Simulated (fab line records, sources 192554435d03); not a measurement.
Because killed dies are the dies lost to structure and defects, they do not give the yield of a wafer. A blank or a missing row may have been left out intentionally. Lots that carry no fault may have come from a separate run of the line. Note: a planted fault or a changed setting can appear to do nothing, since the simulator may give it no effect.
Which of the tools did it? | flow n5 finfet | 9 lots, 26 wafers sampled, at 6 steps of a route of 1938

## WHAT EACH GAUGE READ, for each wafer
N5_BEOL_M4_RC_MEAS_101. Usual: DIBL_N 36.5 mV/V, standard deviation 1.9; DIBL_P 36.4 mV/V, standard deviation 2.2; IOFF_N 0.17 nA/um, standard deviation 0.034; IOFF_P 0.21 nA/um, standard deviation 0.036; ION_N 678 uA/um, standard deviation 12; ION_P 462 uA/um, standard deviation 7.1; SS_N 71.7 mV/dec, standard deviation 0.61; SS_P 73.4 mV/dec, standard deviation 0.71; VT_N 249 mV, standard deviation 3.5; VT_P -251 mV, standard deviation 3.
lot  | measured     | on        | DIBL_N (mV/V)  | DIBL_P (mV/V)  | IOFF_N (nA/um) | IOFF_P (nA/um) | ION_N (uA/um) | ION_P (uA/um) | SS_N (mV/dec)  | SS_P (mV/dec)  | VT_N (mV)   | VT_P (mV)      | flag
L945 | day 8 17:50  | prober-01 | 37.7 36.6 37.5 | 37.9 37.3 37.5 | 0.21 0.18 0.19 | 0.25 0.23 0.23 | 689 679 683   | 467 465 461   | 72.5 71.9 72.7 | 74.7 74.8 73.5 | 244 248 246 | -249 -250 -251 |
L947 | day 9 12:31  | prober-02 | 39.2 39.5      | 39.0 38.4      | 0.22 0.22      | 0.23 0.24      | 689 677       | 462 464       | 72.0 72.4      | 74.0 73.7      | 246 245     | -252 -252      |
L950 | day 9 17:25  | prober-02 | 38.1 35.4 39.0 | 38.5 33.8 39.9 | 0.20 0.14 0.22 | 0.25 0.18 0.28 | 687 670 688   | 464 456 473   | 71.9 71.4 72.3 | 73.6 72.7 74.6 | 246 251 245 | -249 -252 -248 |
L952 | day 10 22:04 | prober-02 | 34.9 35.3 34.3 | 34.9 33.9 33.7 | 0.15 0.15 0.14 | 0.20 0.19 0.19 | 681 666 667   | 470 458 469   | 71.3 71.8 71.0 | 73.2 72.7 72.7 | 247 249 250 | -250 -248 -253 |
L954 | day 11 09:53 | prober-01 | 38.7 37.5 36.0 | 38.9 38.0 35.6 | 0.20 0.18 0.14 | 0.23 0.21 0.17 | 692 691 664   | 470 467 457   | 72.4 72.1 71.6 | 74.4 73.2 73.2 | 244 249 254 | -250 -252 -256 |
L955 | day 11 14:27 | prober-02 | 34.8 35.9 38.4 | 36.8 37.5 41.5 | 0.14 0.16 0.22 | 0.22 0.22 0.30 | 680 672 706   | 472 464 483   | 71.0 72.0 72.2 | 72.4 72.7 73.6 | 249 249 243 | -247 -249 -243 |
L964 | day 13 10:07 | prober-01 | 36.8 35.3 35.3 | 38.1 37.1 37.4 | 0.18 0.16 0.17 | 0.22 0.19 0.20 | 676 673 689   | 468 456 470   | 71.6 72.2 72.2 | 73.6 72.8 72.9 | 248 251 249 | -252 -254 -252 |
L967 | day 14 21:52 | prober-01 | 33.3 37.5 36.8 | 33.5 38.2 36.7 | 0.13 0.19 0.18 | 0.15 0.21 0.20 | 663 677 680   | 460 459 460   | 71.1 72.0 71.3 | 72.2 73.9 73.4 | 250 248 244 | -253 -250 -252 |
L968 | day 15 11:43 | prober-01 | 36.4 34.1 34.1 | 35.3 32.6 32.6 | 0.16 0.13 0.13 | 0.21 0.17 0.18 | 669 673 676   | 459 464 466   | 71.8 71.4 71.1 | 73.7 72.4 73.0 | 250 253 251 | -250 -253 -252 |

N5_BEOL_M11_THK_MEAS_01. Usual: M11_ILD_THK gives 268 nm (standard deviation 3.4).
lot  | measured     | on            | M11_ILD_THK (nm) | flag
L945 | day 11 07:31 | film metro-01 | 266 270 271      |
L947 | day 11 18:24 | film metro-01 | 264 273          |
L950 | day 12 18:20 | film metro-02 | 264 268 262      |
L952 | day 13 11:07 | film metro-02 | 269 264 270      |
L954 | day 14 05:57 | film metro-01 | 166 167 166      | OFF
L955 | day 14 07:20 | film metro-01 | 171 170 171      | OFF
L964 | day 15 15:33 | film metro-01 | 267 267 271      |
L967 | day 17 17:02 | film metro-02 | 262 271 273      |
L968 | day 18 13:59 | film metro-01 | 267 264 265      |

## EACH LOT AND THE TOOL THAT RAN IT (in order: tool; ch and the chambers of the sampled wafers; start)
lot  | N5_BEOL_M10_ETCH_41                           | N5_BEOL_M10_STRIP_77                          | N5_BEOL_M10_ALD_74                  | N5_BEOL_M11_ILD_DEP_00
L945 | rie diel-04 ch 1,3, day 11 03:52 or earlier   | rie diel-04 ch 1,3, day 11 03:52 or earlier   | ald metal-03 ch 1,2,3, day 11 03:52 | pecvd-04 ch 1,2, day 11 06:53
L947 | rie diel-03 ch 0,3, day 11 15:58 or earlier   | rie diel-03 ch 0,3, day 11 15:58 or earlier   | ald metal-02 ch 1,2, day 11 15:58   | pecvd-04 ch 0,2, day 11 17:49
L950 | rie diel-04 ch 0,1,2, day 12 15:16 or earlier | rie diel-04 ch 0,1,2, day 12 15:16 or earlier | ald metal-03 ch 0,1,2, day 12 15:16 | pecvd-03 ch 0,2, day 12 17:43
L952 | rie diel-03 ch 0,1, day 13 07:11 or earlier   | rie diel-03 ch 0,1, day 13 07:11 or earlier   | ald metal-01 ch 1,3, day 13 07:11   | pecvd-03 ch 0,1,2, day 13 10:31
L954 | rie diel-04 ch 1,2,3, day 14 03:02 or earlier | rie diel-04 ch 1,2,3, day 14 03:02 or earlier | ald metal-03 ch 2,3, day 14 03:02   | pecvd-03 ch 1,2, day 14 05:22
L955 | rie diel-01 ch 0,1, day 14 03:44 or earlier   | rie diel-01 ch 0,1, day 14 03:44 or earlier   | ald metal-01 ch 0,1,3, day 14 03:44 | pecvd-03 ch 1,2, day 14 06:44
L964 | rie diel-01 ch 1,2, day 15 13:24 or earlier   | rie diel-01 ch 1,2, day 15 13:24 or earlier   | ald metal-01 ch 1,3, day 15 13:24   | pecvd-04 ch 1,2, day 15 14:57
L967 | rie diel-01 ch 0,2, day 17 12:46 or earlier   | rie diel-01 ch 0,2, day 17 12:46 or earlier   | ald metal-01 ch 1,2, day 17 12:46   | pecvd-01 ch 1,2, day 17 16:26
L968 | rie diel-01 ch 0,1,2, day 18 10:00 or earlier | rie diel-01 ch 0,1,2, day 18 10:00 or earlier | ald metal-02 ch 0,1,2, day 18 10:00 | pecvd-01 ch 0,1,2, day 18 13:24
- N5_BEOL_M10_ETCH_41: etches SiCN in CH3F/O2, target depth 42.6 nm, time 86 s.
- N5_BEOL_M10_STRIP_77: strips in N2/H2, time 10 s.
- N5_BEOL_M10_ALD_74: deposits TaN, target thk 2 nm, pulse time 2 s, purge time 3 s.
- N5_BEOL_M11_ILD_DEP_00: deposits SiCOH lowk from DEMS/porogen, target thk 308.51 nm, time 58 s.

## AS READ BY THE TOOLS THEMSELVES (means over the sampled wafers that have a number; for cases with no such wafer, the mark the record gives instead)
N5_BEOL_M10_ETCH_41. Usual: bias w is 74.97 W with standard deviation 0.23, chamber pressure mTorr is 29.997 mTorr with standard deviation 0.027, drypump motor current A is 5.5 A with standard deviation 0.34, oes product au is 0.80 a.u. with standard deviation 0.055, rf vpp V is 297.6 V with standard deviation 1.8, showerhead plenum p Torr is 2.02 Torr with standard deviation 0.08, and throttle valve pct is 16.27 % with standard deviation 0.16.
lot  | tool        | bias w (W) | chamber pressure mTorr (mTorr) | drypump motor current A (A) | oes product au (a.u.) | rf vpp V (V) | showerhead plenum p Torr (Torr) | throttle valve pct (%) | flag
L945 | rie diel-04 | 74.83      | 30.002                         | 6.3                         | 0.87                  | 297.4        | 2.01                            | 16.48                  |
L947 | rie diel-03 | 75.04      | 29.994                         | 5.4                         | 0.74                  | 297.4        | 2.00                            | 16.26                  |
L950 | rie diel-04 | 74.98      | 30.007                         | 5.7                         | 0.83                  | 297.0        | 1.98                            | 16.31                  |
L952 | rie diel-03 | 75.29      | 30.018                         | 5.4                         | 0.77                  | 297.4        | 1.99                            | 16.27                  |
L954 | rie diel-04 | 75.17      | 29.989                         | 5.9                         | 0.81                  | 297.6        | 2.02                            | 16.35                  |
L955 | rie diel-01 | 74.86      | 29.981                         | 5.3                         | 0.83                  | 298.1        | 2.01                            | 16.17                  |
L964 | rie diel-01 | 75.08      | 29.991                         | 5.7                         | 0.87                  | 299.6        | 2.09                            | 16.22                  |
L967 | rie diel-01 | 75.02      | 29.970                         | 5.6                         | 0.81                  | 297.4        | 2.01                            | 16.32                  |
L968 | rie diel-01 | 74.90      | 30.040                         | 5.5                         | 0.81                  | 298.3        | 2.03                            | 16.30                  |

N5_BEOL_M10_STRIP_77. Usual: bias power w 7.001 W, standard deviation 0.024; chamber pressure mTorr 20.001 mTorr, standard deviation 0.018; drypump motor current A 5.5 A, standard deviation 0.34; n2 flow sccm 200.0 sccm, standard deviation 0.61; oes product au 0.80 a.u., standard deviation 0.053; rf vpp V 59.1 V, standard deviation 0.93; showerhead plenum p Torr 2.56 Torr, standard deviation 0.1; throttle valve pct 23.56 %, standard deviation 0.25.
lot  | tool        | bias power w (W) | chamber pressure mTorr (mTorr) | drypump motor current A (A) | n2 flow sccm (sccm) | oes product au (a.u.) | rf vpp V (V) | showerhead plenum p Torr (Torr) | throttle valve pct (%) | flag
L945 | rie diel-04 | 6.987            | 20.006                         | 6.3                         | 200.1               | 0.86                  | 59.2         | 2.54                            | 24.02                  |
L947 | rie diel-03 | 7.030            | 20.011                         | 5.4                         | 199.9               | 0.76                  | 58.0         | 2.55                            | 23.47                  |
L950 | rie diel-04 | 7.023            | 20.013                         | 5.7                         | 199.8               | 0.83                  | 58.8         | 2.49                            | 23.53                  |
L952 | rie diel-03 | 6.982            | 20.007                         | 5.4                         | 199.7               | 0.77                  | 59.1         | 2.51                            | 23.44                  |
L954 | rie diel-04 | 7.012            | 20.002                         | 5.9                         | 199.6               | 0.82                  | 59.2         | 2.56                            | 23.73                  |
L955 | rie diel-01 | 7.023            | 20.016                         | 5.3                         | 200.1               | 0.84                  | 58.7         | 2.55                            | 23.54                  |
L964 | rie diel-01 | 7.033            | 19.998                         | 5.7                         | 200.0               | 0.86                  | 59.2         | 2.66                            | 23.73                  |
L967 | rie diel-01 | 6.962            | 20.008                         | 5.7                         | 200.0               | 0.81                  | 59.4         | 2.53                            | 23.74                  |
L968 | rie diel-01 | 6.990            | 20.009                         | 5.6                         | 199.8               | 0.80                  | 58.8         | 2.56                            | 23.70                  |

N5_BEOL_M10_ALD_74. Usual: heater power w 435 W, standard deviation 61; precursor vessel temp c 75.00 C, standard deviation 0.12.
lot  | tool         | heater power w (W) | precursor vessel temp c (C) | flag
L945 | ald metal-03 | 377                | 74.98                       |
L947 | ald metal-02 | 443                | 74.99                       |
L950 | ald metal-03 | 419                | 75.05                       |
L952 | ald metal-01 | 444                | 75.12                       |
L954 | ald metal-03 | 352                | 74.78                       |
L955 | ald metal-01 | 445                | 75.10                       |
L964 | ald metal-01 | 503                | 74.98                       |
L967 | ald metal-01 | 522                | 75.00                       |
L968 | ald metal-02 | 432                | 74.80                       |

N5_BEOL_M11_ILD_DEP_00. Usual: heater power w 295 W, standard deviation 54; run length s 100.9 s, standard deviation 0.47; showerhead plenum p Torr 5.737 Torr, standard deviation 0.022; throttle valve pct 13.7 %, standard deviation 0.55.
lot  | tool     | heater power w (W) | run length s (s) | showerhead plenum p Torr (Torr) | throttle valve pct (%) | flag
L945 | pecvd-04 | 263                | 100.5            | 5.738                           | 13.8                   |
L947 | pecvd-04 | 244                | 101.2            | 5.755                           | 13.8                   |
L950 | pecvd-03 | 281                | 100.6            | 5.719                           | 13.5                   |
L952 | pecvd-03 | 336                | 100.5            | 5.718                           | 13.5                   |
L954 | pecvd-03 | 372                | 79.2             | 5.716                           | 13.5                   | OFF
L955 | pecvd-03 | 378                | 79.2             | 5.725                           | 13.7                   | OFF
L964 | pecvd-04 | 272                | 100.8            | 5.754                           | 13.8                   |
L967 | pecvd-01 | 275                | 101.4            | 5.723                           | 13.9                   |
L968 | pecvd-01 | 281                | 101.1            | 5.752                           | 13.3                   |

## THE ANSWER, worked out from the rows above alone
Rule: a lot is off if the mean of its wafers that have a number lies more than 3 standard deviations from the usual mean. Also off: a lot with no number at a reading for which 4 or more lots have one. All remaining lots with rows at the step are treated as sound. After the gauges, taken in route order, come the tools' own readings; for these a lot's mean is taken, as printed above. The first step at which some lot is off is used, and at that step the reading that is off furthest; a lot without a number counts as furthest.
Off: L954, L955, at N5_BEOL_M11_THK_MEAS_01 (M11_ILD_THK).
If a tool, at a process step before that reading, ran all the lots that are off and no sound lot after the first of them, it fits. Not tried: the gauges at N5_BEOL_M11_THK_MEAS_01; whatever is off there is also off at N5_BEOL_M11_ILD_DEP_00, on other tools, and gauge error can't account for it. N5_BEOL_M10_ETCH_41 gives no start for some lots, so the hours and the order of its lots are those of N5_BEOL_M10_ALD_74. N5_BEOL_M10_STRIP_77 gives no start for some lots, so the hours and the order of its lots are those of N5_BEOL_M10_ALD_74. One candidate fits, namely pecvd-03 at N5_BEOL_M11_ILD_DEP_00. Its last sound lot is L952 (day 13 10:31), its first lot that is off L954 (day 14 05:22): a fault that began between those two fits.
On the lots that are off, the tool's own readings at N5_BEOL_M11_ILD_DEP_00 differ by more than 5 times the standard deviation of the sound lots' means, which bears it out; run length s reads 79.2 s there versus 100.9 s on the sound lots.

## WHAT THE SIMULATOR PUT IN
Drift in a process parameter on pecvd-03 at N5_BEOL_M11_ILD_DEP_00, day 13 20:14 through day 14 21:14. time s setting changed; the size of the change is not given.
Shown lots that were struck: L954, L955. The rule above reached the same finding.
